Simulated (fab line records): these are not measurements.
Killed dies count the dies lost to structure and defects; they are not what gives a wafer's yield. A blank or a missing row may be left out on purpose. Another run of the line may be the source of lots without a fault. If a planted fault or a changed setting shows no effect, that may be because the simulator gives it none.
Which of the tools did it?	flow nandHarc	12 lots (36 wafers sampled), 1 step of a 1159-step route

## WHAT THE GAUGES READ, wafer by wafer
NHARC_P_START_INSPECT_01. Usual: rawDefectCount at 3.4, with a standard deviation of 1.7.
lot	measured	on	rawDefectCount	flag
L918	day 1 12:02	defectInspect-01	3 2 2	
L919	day 1 18:02	defectInspect-02	3 4 1	
L920	day 2 00:02	defectInspect-02	5 0 3	
L921	day 2 06:02	defectInspect-01	5 3 3	
L923	day 2 18:02	defectInspect-02	3 5 0	
L924	day 3 00:03	defectInspect-01	4 6 2	
L927	day 3 18:02	defectInspect-02	3 7 3	
L929	day 4 06:02	defectInspect-02	1 2 5	
L931	day 4 18:02	defectInspect-02	3 3 3	
L936	day 6 00:02	defectInspect-02	4 0 2	
L940	day 7 00:02	defectInspect-01	3 2 4	
L941	day 7 06:02	defectInspect-02	1 3 1	

## WHICH TOOL RAN EACH LOT (tool, then ch and the chambers of the sampled wafers, then the start)
The record shows no process step preceding these readings.

## WHAT THE TOOLS THEMSELVES READ (means of the sampled wafers that have a number; where no wafer has one, the mark that the record gives instead)
The record holds no such reading with a usual standard deviation.

## THE ANSWER, worked out from the rows above alone
Rule: take the mean of a lot's wafers that have a number; if it is more than 3 standard deviations from the usual mean, the lot is off. Also off: a lot with no number at a reading for which 4 or more lots have one. The other lots that the step has rows for count as sound. Order of review: gauges by route order, followed by the tools' own readings, for which a lot's mean as printed above is used. At the first step where some lot is off, the reading lying furthest off is the one used; lots without a number count as furthest.
Nothing can be told from this: no lot is off at any reading shown.

## WHAT THE SIMULATOR PUT IN
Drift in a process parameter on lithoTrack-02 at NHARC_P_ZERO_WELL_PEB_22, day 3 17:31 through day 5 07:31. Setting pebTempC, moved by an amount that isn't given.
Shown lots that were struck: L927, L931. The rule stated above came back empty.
